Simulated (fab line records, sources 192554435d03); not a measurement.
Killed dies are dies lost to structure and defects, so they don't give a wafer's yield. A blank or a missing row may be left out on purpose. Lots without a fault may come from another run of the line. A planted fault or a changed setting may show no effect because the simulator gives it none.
Problem report in the 8D (eight disciplines) form, filled by code | flow n5_finfet | the parts of the form that need people (team, actions taken, sign-off) are left out

1. THE PROBLEM
susceptor_temp_C at N5_BEOL_M11_ILD_DEP_00 reads a mean of 293.36 C on 6 wafers of 2 lots; wafers without a fault read 299.99 C with a standard deviation of 0.17. That is -39 standard deviations from the usual mean.
The step: deposits SiCOH lowk from DEMS/porogen, target thk 308.51 nm, time 58 s.
First seen on wafer L565.1, day 17 07:07, on pecvd-04. The record holds 30 wafers of 10 lots with a number at this step. Rule for "out", or "out of limits": more than 4 standard deviations from the usual mean. The other wafers with a number count as sound.

2. WHAT IT IS AND WHAT IT IS NOT
question                    | is                     | is not
which readings at this step | susceptor_temp_C       | heater_power_w, showerhead_plenum_p_Torr, showerhead_vpp_V, throttle_valve_pct
which lots                  | L565, L566             | L544, L545, L546, L548, L551, L554, L557, L562
which wafers of those lots  | all that have a number | -
read on which tools         | pecvd-04               | pecvd-02, pecvd-03
when                        | from day 17 07:07      | up to then (24 sound wafers)

3. SUSPECTS, AND WHAT RULES EACH OUT
Counting: a tool at a process step up to the reading stays a suspect if it ran every lot that is out and no sound lot after the first of them.
- rie_diel-04 at N5_BEOL_M10_ETCH_66 (etches SOC in N2/H2, target depth 120 nm, overetch 24 nm, time 180 s): kept. It ran every lot that is out, first L565 (day 17 04:00), and no sound lot after that; its last sound lot up to then is L548 (day 13 02:41).
- rie_diel-04 at N5_BEOL_M10_STRIP_36 (strips in N2/H2): kept. It ran every lot that is out, first L565 (day 17 04:11), and no sound lot after that; its last sound lot up to then is L548 (day 13 02:53).
- pecvd-04 at N5_BEOL_M11_ILD_DEP_00 (deposits SiCOH lowk from DEMS/porogen, target thk 308.51 nm, time 58 s): kept. It ran every lot that is out, first L565 (day 17 07:07), and no sound lot after that; its last sound lot up to then is L554 (day 15 11:26). Its own readings are out on those wafers: susceptor_temp_C.
Left after counting: rie_diel-04 at N5_BEOL_M10_ETCH_66, rie_diel-04 at N5_BEOL_M10_STRIP_36, pecvd-04 at N5_BEOL_M11_ILD_DEP_00.

4. THE CAUSE (what the simulator had put in)
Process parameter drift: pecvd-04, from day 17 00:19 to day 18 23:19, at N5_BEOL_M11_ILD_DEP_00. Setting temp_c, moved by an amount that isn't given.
Counting left 3 suspects, and this tool is among them.

5. THE CHAIN OF EFFECTS, in route order
Each row: a reading whose mean over the struck wafers that have a number lies more than 3 standard deviations from the usual. Only readings for which the record gives a usual standard deviation are gone through. hours: the time from each lot's start at the first step in this table that gives one to its start at this step, as a median over the lots. sigmas: the change in usual standard deviations.
hours | step                   | reading          | usual    | on struck wafers | change | sigmas
0     | N5_BEOL_M11_ILD_DEP_00 | susceptor_temp_C | 299.99 C | 293.36           | -6.63  | -39
The process steps in it:
- N5_BEOL_M11_ILD_DEP_00: deposits SiCOH lowk from DEMS/porogen, target thk 308.51 nm, time 58 s.
Later measuring or inspecting steps at which every struck wafer that the step has a row for has a number for every such reading, and none has moved that far: N5_BEOL_M11_THK_MEAS_01.

6. WHAT WOULD HAVE CAUGHT IT SOONER
In this record the first reading out of limits was taken at day 17 07:07, 7 hours after the fault began at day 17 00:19.
